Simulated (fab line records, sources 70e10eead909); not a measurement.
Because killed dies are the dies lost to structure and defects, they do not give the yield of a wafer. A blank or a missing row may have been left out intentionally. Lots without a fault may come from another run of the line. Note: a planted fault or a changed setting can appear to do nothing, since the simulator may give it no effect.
Which of the tools did it? || flow nandHarc || 24 lots with 72 wafers sampled at 5 steps, on a route of 1159 steps

WHAT THE GAUGES READ, wafer by wafer
NHARC_P_STI_OCD_MEAS_43. Usual: trenchDepthNm 300 nm, standard deviation 4.4; trenchFootCdNm 159.0 nm, standard deviation 2.9.
{"lot": "L074", "measured": "day 2 16:46", "on": "ocd-02", "trenchDepthNm (nm)": "301 295 301", "trenchFootCdNm (nm)": "157.4 157.3 157.1", "flag": ""}
{"lot": "L075", "measured": "day 2 16:56", "on": "ocd-01", "trenchDepthNm (nm)": "308 305 305", "trenchFootCdNm (nm)": "162.5 158.9 157.7", "flag": ""}
{"lot": "L076", "measured": "day 3 05:01", "on": "ocd-01", "trenchDepthNm (nm)": "299 300 307", "trenchFootCdNm (nm)": "158.0 155.1 153.8", "flag": ""}
{"lot": "L077", "measured": "day 3 05:08", "on": "ocd-02", "trenchDepthNm (nm)": "295 303 301", "trenchFootCdNm (nm)": "158.1 156.9 160.8", "flag": ""}
{"lot": "L078", "measured": "day 3 13:17", "on": "ocd-01", "trenchDepthNm (nm)": "297 304 304", "trenchFootCdNm (nm)": "159.5 161.9 160.7", "flag": ""}
{"lot": "L079", "measured": "day 3 18:31", "on": "ocd-01", "trenchDepthNm (nm)": "292 299 302", "trenchFootCdNm (nm)": "156.1 154.1 155.7", "flag": ""}
{"lot": "L080", "measured": "day 4 01:29", "on": "ocd-02", "trenchDepthNm (nm)": "298 304 298", "trenchFootCdNm (nm)": "163.6 157.9 157.8", "flag": ""}
{"lot": "L081", "measured": "day 4 08:30", "on": "ocd-02", "trenchDepthNm (nm)": "298 300 300", "trenchFootCdNm (nm)": "160.0 165.4 162.9", "flag": ""}
{"lot": "L082", "measured": "day 4 13:05", "on": "ocd-02", "trenchDepthNm (nm)": "298 308 302", "trenchFootCdNm (nm)": "162.8 158.9 157.9", "flag": ""}
{"lot": "L083", "measured": "day 4 20:52", "on": "ocd-02", "trenchDepthNm (nm)": "301 299 305", "trenchFootCdNm (nm)": "157.5 160.1 154.2", "flag": ""}
{"lot": "L084", "measured": "day 4 21:02", "on": "ocd-01", "trenchDepthNm (nm)": "298 295 297", "trenchFootCdNm (nm)": "159.7 162.0 163.1", "flag": ""}
{"lot": "L085", "measured": "day 5 05:52", "on": "ocd-02", "trenchDepthNm (nm)": "300 301 304", "trenchFootCdNm (nm)": "161.4 162.1 162.8", "flag": ""}
{"lot": "L086", "measured": "day 5 13:59", "on": "ocd-01", "trenchDepthNm (nm)": "300 302 298", "trenchFootCdNm (nm)": "157.3 159.1 163.8", "flag": ""}
{"lot": "L087", "measured": "day 5 21:08", "on": "ocd-02", "trenchDepthNm (nm)": "296 295 300", "trenchFootCdNm (nm)": "158.4 160.4 158.9", "flag": ""}
{"lot": "L088", "measured": "day 5 21:18", "on": "ocd-01", "trenchDepthNm (nm)": "306 304 307", "trenchFootCdNm (nm)": "157.9 157.0 158.3", "flag": ""}
{"lot": "L089", "measured": "day 6 06:54", "on": "ocd-01", "trenchDepthNm (nm)": "297 297 296", "trenchFootCdNm (nm)": "155.4 154.8 158.3", "flag": ""}
{"lot": "L090", "measured": "day 6 14:49", "on": "ocd-02", "trenchDepthNm (nm)": "294 300 298", "trenchFootCdNm (nm)": "161.5 159.9 158.9", "flag": ""}
{"lot": "L091", "measured": "day 6 15:05", "on": "ocd-01", "trenchDepthNm (nm)": "305 294 295", "trenchFootCdNm (nm)": "155.6 159.1 163.1", "flag": ""}
{"lot": "L092", "measured": "day 7 06:42", "on": "ocd-01", "trenchDepthNm (nm)": "293 303 296", "trenchFootCdNm (nm)": "165.2 164.9 163.1", "flag": ""}
{"lot": "L093", "measured": "day 7 06:53", "on": "ocd-02", "trenchDepthNm (nm)": "295 301 294", "trenchFootCdNm (nm)": "158.6 160.1 160.5", "flag": ""}
{"lot": "L094", "measured": "day 7 14:43", "on": "ocd-01", "trenchDepthNm (nm)": "302 310 301", "trenchFootCdNm (nm)": "156.7 157.7 158.3", "flag": ""}
{"lot": "L095", "measured": "day 7 21:10", "on": "ocd-01", "trenchDepthNm (nm)": "299 306 295", "trenchFootCdNm (nm)": "156.8 153.6 157.4", "flag": ""}
{"lot": "L096", "measured": "day 7 21:20", "on": "ocd-02", "trenchDepthNm (nm)": "294 298 295", "trenchFootCdNm (nm)": "151.9 151.8 156.8", "flag": ""}
{"lot": "L097", "measured": "day 8 07:59", "on": "ocd-01", "trenchDepthNm (nm)": "295 309 299", "trenchFootCdNm (nm)": "165.0 156.9 159.5", "flag": ""}

NHARC_P_GATE_CD_MEAS_11 targets a cd of 1640 nm. Usual: cdNm 1639.7 nm, standard deviation 2.2.
{"lot": "L074", "measured": "day 4 05:40", "on": "cdSem-03", "cdNm (nm)": "1641.4 1643.3 1640.3", "flag": ""}
{"lot": "L075", "measured": "day 4 05:50", "on": "cdSem-03", "cdNm (nm)": "1640.9 1640.9 1641.4", "flag": ""}
{"lot": "L076", "measured": "day 4 21:51", "on": "cdSem-03", "cdNm (nm)": "1639.2 1637.0 1637.7", "flag": ""}
{"lot": "L077", "measured": "day 4 21:41", "on": "cdSem-01", "cdNm (nm)": "1641.8 1640.8 1641.9", "flag": ""}
{"lot": "L078", "measured": "day 4 22:01", "on": "cdSem-02", "cdNm (nm)": "1642.4 1642.0 1640.1", "flag": ""}
{"lot": "L079", "measured": "day 5 10:59", "on": "cdSem-01", "cdNm (nm)": "1636.0 1637.3 1638.4", "flag": ""}
{"lot": "L080", "measured": "day 5 10:49", "on": "cdSem-03", "cdNm (nm)": "1643.8 1639.0 1643.0", "flag": ""}
{"lot": "L081", "measured": "day 5 18:26", "on": "cdSem-01", "cdNm (nm)": "1638.0 1640.1 1637.1", "flag": ""}
{"lot": "L082", "measured": "day 6 01:22", "on": "cdSem-01", "cdNm (nm)": "1636.6 1639.4 1639.7", "flag": ""}
{"lot": "L083", "measured": "day 6 13:47", "on": "cdSem-03", "cdNm (nm)": "1636.6 1637.2 1636.0", "flag": ""}
{"lot": "L084", "measured": "day 6 13:37", "on": "cdSem-03", "cdNm (nm)": "1641.4 1639.2 1642.4", "flag": ""}
{"lot": "L085", "measured": "day 6 22:50", "on": "cdSem-01", "cdNm (nm)": "1638.2 1640.8 1638.9", "flag": ""}
{"lot": "L086", "measured": "day 7 10:14", "on": "cdSem-03", "cdNm (nm)": "1638.3 1639.1 1637.4", "flag": ""}
{"lot": "L087", "measured": "day 7 10:25", "on": "cdSem-02", "cdNm (nm)": "1641.7 1639.7 1640.6", "flag": ""}
{"lot": "L088", "measured": "day 7 10:34", "on": "cdSem-02", "cdNm (nm)": "1639.5 1638.2 1640.6", "flag": ""}
{"lot": "L089", "measured": "day 7 20:49", "on": "cdSem-03", "cdNm (nm)": "1639.2 1641.4 1641.4", "flag": ""}
{"lot": "L090", "measured": "day 8 02:32", "on": "cdSem-03", "cdNm (nm)": "1642.4 1642.1 1643.3", "flag": ""}
{"lot": "L091", "measured": "day 8 02:31", "on": "cdSem-02", "cdNm (nm)": "1638.8 1640.4 1636.4", "flag": ""}
{"lot": "L092", "measured": "day 8 22:02", "on": "cdSem-03", "cdNm (nm)": "1639.5 1640.5 1639.2", "flag": ""}
{"lot": "L093", "measured": "day 8 21:53", "on": "cdSem-01", "cdNm (nm)": "1641.4 1642.8 1642.0", "flag": ""}
{"lot": "L094", "measured": "day 9 02:44", "on": "cdSem-03", "cdNm (nm)": "1640.0 1642.4 1642.2", "flag": ""}
{"lot": "L095", "measured": "day 9 09:12", "on": "cdSem-03", "cdNm (nm)": "1638.3 1638.8 1638.5", "flag": ""}
{"lot": "L096", "measured": "day 9 09:14", "on": "cdSem-01", "cdNm (nm)": "1637.4 1640.0 1639.9", "flag": ""}
{"lot": "L097", "measured": "day 9 21:05", "on": "cdSem-02", "cdNm (nm)": "1641.8 1635.6 1638.5", "flag": ""}

NHARC_P_M0_OVL_MEAS_10: pitch 180 nm. Usual: overlayXNm -0.2 nm, standard deviation 0.92; overlayYNm 0.1 nm, standard deviation 0.8.
{"lot": "L074", "measured": "day 6 05:58", "on": "overlay-02", "overlayXNm (nm)": "0.7 1.1 0.3", "overlayYNm (nm)": "0.3 -0.4 -0.8", "flag": ""}
{"lot": "L075", "measured": "day 6 09:21", "on": "overlay-01", "overlayXNm (nm)": "0.3 0.3 1.1", "overlayYNm (nm)": "-1.0 -1.3 -1.3", "flag": ""}
{"lot": "L076", "measured": "day 6 20:23", "on": "overlay-02", "overlayXNm (nm)": "-0.5 -0.8 -1.0", "overlayYNm (nm)": "0.1 0.5 1.3", "flag": ""}
{"lot": "L077", "measured": "day 6 12:49", "on": "overlay-02", "overlayXNm (nm)": "0.9 1.4 0.6", "overlayYNm (nm)": "-0.1 -0.8 -0.6", "flag": ""}
{"lot": "L078", "measured": "day 6 13:53", "on": "overlay-02", "overlayXNm (nm)": "-0.2 -0.4 0.2", "overlayYNm (nm)": "-0.6 -0.8 -0.8", "flag": ""}
{"lot": "L079", "measured": "day 7 02:25", "on": "overlay-02", "overlayXNm (nm)": "-0.1 -0.4 -0.4", "overlayYNm (nm)": "-0.4 -0.3 0.3", "flag": ""}
{"lot": "L080", "measured": "day 7 08:10", "on": "overlay-01", "overlayXNm (nm)": "-0.6 -0.9 -1.1", "overlayYNm (nm)": "0.6 0.8 0.6", "flag": ""}
{"lot": "L081", "measured": "day 7 13:16", "on": "overlay-02", "overlayXNm (nm)": "-0.9 -1.5 -1.6", "overlayYNm (nm)": "0.0 0.2 0.0", "flag": ""}
{"lot": "L082", "measured": "day 7 22:54", "on": "overlay-02", "overlayXNm (nm)": "0.4 0.4 0.9", "overlayYNm (nm)": "0.4 -0.7 -0.2", "flag": ""}
{"lot": "L083", "measured": "day 8 04:11", "on": "overlay-02", "overlayXNm (nm)": "-0.5 -0.7 -0.4", "overlayYNm (nm)": "1.1 1.2 0.8", "flag": ""}
{"lot": "L084", "measured": "day 8 05:02", "on": "overlay-02", "overlayXNm (nm)": "-1.4 -1.8 -1.5", "overlayYNm (nm)": "-0.1 0.3 -0.4", "flag": ""}
{"lot": "L085", "measured": "day 8 17:22", "on": "overlay-02", "overlayXNm (nm)": "-0.1 -0.6 -0.2", "overlayYNm (nm)": "1.7 2.0 1.3", "flag": ""}
{"lot": "L086", "measured": "day 9 04:59", "on": "overlay-01", "overlayXNm (nm)": "-0.2 0.2 0.3", "overlayYNm (nm)": "-0.7 -0.9 -0.8", "flag": ""}
{"lot": "L087", "measured": "day 9 06:14", "on": "overlay-02", "overlayXNm (nm)": "-0.1 -0.1 -1.1", "overlayYNm (nm)": "0.7 0.8 0.9", "flag": ""}
{"lot": "L088", "measured": "day 9 05:39", "on": "overlay-01", "overlayXNm (nm)": "-0.2 -0.5 -0.8", "overlayYNm (nm)": "-0.4 -0.1 -0.2", "flag": ""}
{"lot": "L089", "measured": "day 9 22:16", "on": "overlay-01", "overlayXNm (nm)": "1.5 1.1 1.3", "overlayYNm (nm)": "-0.2 -0.3 -0.3", "flag": ""}
{"lot": "L090", "measured": "day 9 23:28", "on": "overlay-01", "overlayXNm (nm)": "-1.3 -0.5 -1.0", "overlayYNm (nm)": "0.8 0.3 1.7", "flag": ""}
{"lot": "L091", "measured": "day 9 22:55", "on": "overlay-01", "overlayXNm (nm)": "-0.2 0.5 0.3", "overlayYNm (nm)": "-0.2 -0.9 -1.4", "flag": ""}
{"lot": "L092", "measured": "day 10 15:26", "on": "overlay-02", "overlayXNm (nm)": "-1.3 -1.1 -0.9", "overlayYNm (nm)": "-1.2 -1.2 -0.9", "flag": ""}
{"lot": "L093", "measured": "day 10 15:00", "on": "overlay-01", "overlayXNm (nm)": "-0.1 0.3 -0.2", "overlayYNm (nm)": "0.8 1.1 0.8", "flag": ""}
{"lot": "L094", "measured": "day 10 17:02", "on": "overlay-01", "overlayXNm (nm)": "1.5 1.6 1.5", "overlayYNm (nm)": "-0.3 0.1 -0.2", "flag": ""}
{"lot": "L095", "measured": "day 11 00:37", "on": "overlay-02", "overlayXNm (nm)": "-2.0 -1.8 -1.9", "overlayYNm (nm)": "1.1 0.2 0.4", "flag": ""}
{"lot": "L096", "measured": "day 11 00:46", "on": "overlay-01", "overlayXNm (nm)": "0.3 0.4 -0.2", "overlayYNm (nm)": "0.8 0.9 1.0", "flag": ""}
{"lot": "L097", "measured": "day 11 17:00", "on": "overlay-02", "overlayXNm (nm)": "-0.2 -0.8 -0.5", "overlayYNm (nm)": "0.8 0.7 0.9", "flag": ""}

NHARC_P_M1_OVL_MEAS_10: pitch 260 nm. Usual: overlayXNm 0.2 nm, standard deviation 0.88; overlayYNm -0.2 nm, standard deviation 0.95.
{"lot": "L074", "measured": "day 6 10:01", "on": "overlay-02", "overlayXNm (nm)": "-0.7 -0.6 -0.6", "overlayYNm (nm)": "-0.1 -0.5 -0.4", "flag": ""}
{"lot": "L075", "measured": "day 6 13:32", "on": "overlay-01", "overlayXNm (nm)": "0.2 0.6 0.7", "overlayYNm (nm)": "0.1 0.1 -0.2", "flag": ""}
{"lot": "L076", "measured": "day 7 00:37", "on": "overlay-01", "overlayXNm (nm)": "2.1 1.6 1.7", "overlayYNm (nm)": "-1.9 -1.8 -2.1", "flag": ""}
{"lot": "L077", "measured": "day 6 16:55", "on": "overlay-01", "overlayXNm (nm)": "-1.0 -1.4 -0.4", "overlayYNm (nm)": "0.5 0.1 0.1", "flag": ""}
{"lot": "L078", "measured": "day 6 17:53", "on": "overlay-01", "overlayXNm (nm)": "0.7 0.7 0.8", "overlayYNm (nm)": "-1.4 -1.6 -0.8", "flag": ""}
{"lot": "L079", "measured": "day 7 06:29", "on": "overlay-01", "overlayXNm (nm)": "1.0 1.0 0.8", "overlayYNm (nm)": "-1.8 -1.1 -1.5", "flag": ""}
{"lot": "L080", "measured": "day 7 12:13", "on": "overlay-01", "overlayXNm (nm)": "-1.3 -1.4 -1.1", "overlayYNm (nm)": "-1.2 -0.9 -0.9", "flag": ""}
{"lot": "L081", "measured": "day 7 17:37", "on": "overlay-01", "overlayXNm (nm)": "-0.4 -1.0 -0.2", "overlayYNm (nm)": "1.0 1.2 0.6", "flag": ""}
{"lot": "L082", "measured": "day 8 03:52", "on": "overlay-02", "overlayXNm (nm)": "0.3 0.7 0.9", "overlayYNm (nm)": "-0.4 -0.3 -0.6", "flag": ""}
{"lot": "L083", "measured": "day 8 08:16", "on": "overlay-02", "overlayXNm (nm)": "0.8 1.3 0.8", "overlayYNm (nm)": "1.8 1.5 1.3", "flag": ""}
{"lot": "L084", "measured": "day 8 09:07", "on": "overlay-02", "overlayXNm (nm)": "-1.1 -0.6 -0.4", "overlayYNm (nm)": "-1.3 -1.8 -1.5", "flag": ""}
{"lot": "L085", "measured": "day 8 21:39", "on": "overlay-01", "overlayXNm (nm)": "1.9 1.5 1.9", "overlayYNm (nm)": "-1.0 -0.8 -1.5", "flag": ""}
{"lot": "L086", "measured": "day 9 09:04", "on": "overlay-01", "overlayXNm (nm)": "-0.1 0.3 -0.2", "overlayYNm (nm)": "0.8 0.6 0.5", "flag": ""}
{"lot": "L087", "measured": "day 9 10:23", "on": "overlay-01", "overlayXNm (nm)": "1.4 0.7 0.8", "overlayYNm (nm)": "-0.2 -0.4 -0.1", "flag": ""}
{"lot": "L088", "measured": "day 9 09:44", "on": "overlay-02", "overlayXNm (nm)": "-0.1 0.2 0.0", "overlayYNm (nm)": "0.4 0.3 0.6", "flag": ""}
{"lot": "L089", "measured": "day 10 02:20", "on": "overlay-01", "overlayXNm (nm)": "-1.4 -1.1 -1.1", "overlayYNm (nm)": "-1.3 -1.8 -1.5", "flag": ""}
{"lot": "L090", "measured": "day 10 03:35", "on": "overlay-01", "overlayXNm (nm)": "-0.4 -0.2 -0.4", "overlayYNm (nm)": "-0.6 -0.4 0.0", "flag": ""}
{"lot": "L091", "measured": "day 10 02:53", "on": "overlay-02", "overlayXNm (nm)": "-0.7 0.3 -0.3", "overlayYNm (nm)": "0.3 0.7 0.1", "flag": ""}
{"lot": "L092", "measured": "day 10 19:34", "on": "overlay-01", "overlayXNm (nm)": "0.2 -0.2 -0.2", "overlayYNm (nm)": "0.4 0.0 0.5", "flag": ""}
{"lot": "L093", "measured": "day 10 19:11", "on": "overlay-02", "overlayXNm (nm)": "1.1 1.6 1.7", "overlayYNm (nm)": "1.0 1.4 1.5", "flag": ""}
{"lot": "L094", "measured": "day 10 21:19", "on": "overlay-02", "overlayXNm (nm)": "0.9 1.5 1.6", "overlayYNm (nm)": "0.8 1.1 0.5", "flag": ""}
{"lot": "L095", "measured": "day 11 04:35", "on": "overlay-02", "overlayXNm (nm)": "1.0 1.2 0.7", "overlayYNm (nm)": "-0.5 -1.1 -0.8", "flag": ""}
{"lot": "L096", "measured": "day 11 04:59", "on": "overlay-01", "overlayXNm (nm)": "0.4 -0.1 -0.2", "overlayYNm (nm)": "0.2 0.4 0.1", "flag": ""}
{"lot": "L097", "measured": "day 11 21:04", "on": "overlay-02", "overlayXNm (nm)": "-0.4 -0.1 -0.1", "overlayYNm (nm)": "0.8 0.4 0.8", "flag": ""}

WHAT TOOL EACH LOT RAN ON (gives the tool, then ch and the chambers of the sampled wafers, and finally the start)
{"lot": "L074", "NHARC_P_M0_PVD_21": "pvdSputter-03, day 6 10:01 or earlier"}
{"lot": "L075", "NHARC_P_M0_PVD_21": "pvdSputter-02, day 6 13:32 or earlier"}
{"lot": "L076", "NHARC_P_M0_PVD_21": "pvdSputter-03, day 7 00:37 or earlier"}
{"lot": "L077", "NHARC_P_M0_PVD_21": "pvdSputter-01, day 6 16:55 or earlier"}
{"lot": "L078", "NHARC_P_M0_PVD_21": "pvdSputter-03, day 6 17:53 or earlier"}
{"lot": "L079", "NHARC_P_M0_PVD_21": "pvdSputter-02, day 7 06:29 or earlier"}
{"lot": "L080", "NHARC_P_M0_PVD_21": "pvdSputter-01, day 7 12:13 or earlier"}
{"lot": "L081", "NHARC_P_M0_PVD_21": "pvdSputter-02, day 7 17:37 or earlier"}
{"lot": "L082", "NHARC_P_M0_PVD_21": "pvdSputter-03, day 8 03:52 or earlier"}
{"lot": "L083", "NHARC_P_M0_PVD_21": "pvdSputter-01, day 8 08:16 or earlier"}
{"lot": "L084", "NHARC_P_M0_PVD_21": "pvdSputter-02, day 8 09:07 or earlier"}
{"lot": "L085", "NHARC_P_M0_PVD_21": "pvdSputter-03, day 8 21:39 or earlier"}
{"lot": "L086", "NHARC_P_M0_PVD_21": "pvdSputter-01, day 9 09:04 or earlier"}
{"lot": "L087", "NHARC_P_M0_PVD_21": "pvdSputter-01, day 9 10:23 or earlier"}
{"lot": "L088", "NHARC_P_M0_PVD_21": "pvdSputter-02, day 9 09:44 or earlier"}
{"lot": "L089", "NHARC_P_M0_PVD_21": "pvdSputter-01, day 10 02:20 or earlier"}
{"lot": "L090", "NHARC_P_M0_PVD_21": "pvdSputter-01, day 10 03:35 or earlier"}
{"lot": "L091", "NHARC_P_M0_PVD_21": "pvdSputter-03, day 10 02:53 or earlier"}
{"lot": "L092", "NHARC_P_M0_PVD_21": "pvdSputter-02, day 10 19:34 or earlier"}
{"lot": "L093", "NHARC_P_M0_PVD_21": "pvdSputter-03, day 10 19:11 or earlier"}
{"lot": "L094", "NHARC_P_M0_PVD_21": "pvdSputter-02, day 10 21:19 or earlier"}
{"lot": "L095", "NHARC_P_M0_PVD_21": "pvdSputter-01, day 11 04:35 or earlier"}
{"lot": "L096", "NHARC_P_M0_PVD_21": "pvdSputter-03, day 11 04:59 or earlier"}
{"lot": "L097", "NHARC_P_M0_PVD_21": "pvdSputter-03, day 11 21:04 or earlier"}
- NHARC_P_M0_PVD_21: deposits Cu, target thk 30 nm, time 20.49 s.

AS READ BY THE TOOLS THEMSELVES (means over the sampled wafers that have a number; for cases with no such wafer, the mark the record gives instead)
NHARC_P_M0_PVD_21. Usual: throttleValvePct 29.3 %, standard deviation 1.2.
{"lot": "L074", "tool": "pvdSputter-03", "throttleValvePct (%)": 29.6, "flag": ""}
{"lot": "L075", "tool": "pvdSputter-02", "throttleValvePct (%)": 29.4, "flag": ""}
{"lot": "L076", "tool": "pvdSputter-03", "throttleValvePct (%)": 28.7, "flag": ""}
{"lot": "L077", "tool": "pvdSputter-01", "throttleValvePct (%)": 30.1, "flag": ""}
{"lot": "L078", "tool": "pvdSputter-03", "throttleValvePct (%)": 28.3, "flag": ""}
{"lot": "L079", "tool": "pvdSputter-02", "throttleValvePct (%)": 29.0, "flag": ""}
{"lot": "L080", "tool": "pvdSputter-01", "throttleValvePct (%)": 30.1, "flag": ""}
{"lot": "L081", "tool": "pvdSputter-02", "throttleValvePct (%)": 29.3, "flag": ""}
{"lot": "L082", "tool": "pvdSputter-03", "throttleValvePct (%)": 28.2, "flag": ""}
{"lot": "L083", "tool": "pvdSputter-01", "throttleValvePct (%)": 29.8, "flag": ""}
{"lot": "L084", "tool": "pvdSputter-02", "throttleValvePct (%)": 29.0, "flag": ""}
{"lot": "L085", "tool": "pvdSputter-03", "throttleValvePct (%)": 29.5, "flag": ""}
{"lot": "L086", "tool": "pvdSputter-01", "throttleValvePct (%)": 29.4, "flag": ""}
{"lot": "L087", "tool": "pvdSputter-01", "throttleValvePct (%)": 29.9, "flag": ""}
{"lot": "L088", "tool": "pvdSputter-02", "throttleValvePct (%)": 28.9, "flag": ""}
{"lot": "L089", "tool": "pvdSputter-01", "throttleValvePct (%)": 29.8, "flag": ""}
{"lot": "L090", "tool": "pvdSputter-01", "throttleValvePct (%)": 29.3, "flag": ""}
{"lot": "L091", "tool": "pvdSputter-03", "throttleValvePct (%)": 28.5, "flag": ""}
{"lot": "L092", "tool": "pvdSputter-02", "throttleValvePct (%)": 30.3, "flag": ""}
{"lot": "L093", "tool": "pvdSputter-03", "throttleValvePct (%)": 29.5, "flag": ""}
{"lot": "L094", "tool": "pvdSputter-02", "throttleValvePct (%)": 29.6, "flag": ""}
{"lot": "L095", "tool": "pvdSputter-01", "throttleValvePct (%)": 30.6, "flag": ""}
{"lot": "L096", "tool": "pvdSputter-03", "throttleValvePct (%)": 28.4, "flag": ""}
{"lot": "L097", "tool": "pvdSputter-03", "throttleValvePct (%)": 28.3, "flag": ""}

THE ANSWER, worked out from the rows above alone
Rule: a lot is off if the mean of its wafers that have a number lies more than 3 standard deviations from the usual mean. A lot without any number at a reading at which 4 lots or more have one is off too. All remaining lots with rows at the step are treated as sound. The gauges are gone through in route order, then the tools' own readings, and for those a lot's mean is taken as printed above. The first step at which some lot is off is used, and at that step the reading that is off furthest; a lot without a number counts as furthest.
No lot is off on any of the readings shown, so nothing can be concluded from this.

WHAT THE SIMULATOR PUT IN
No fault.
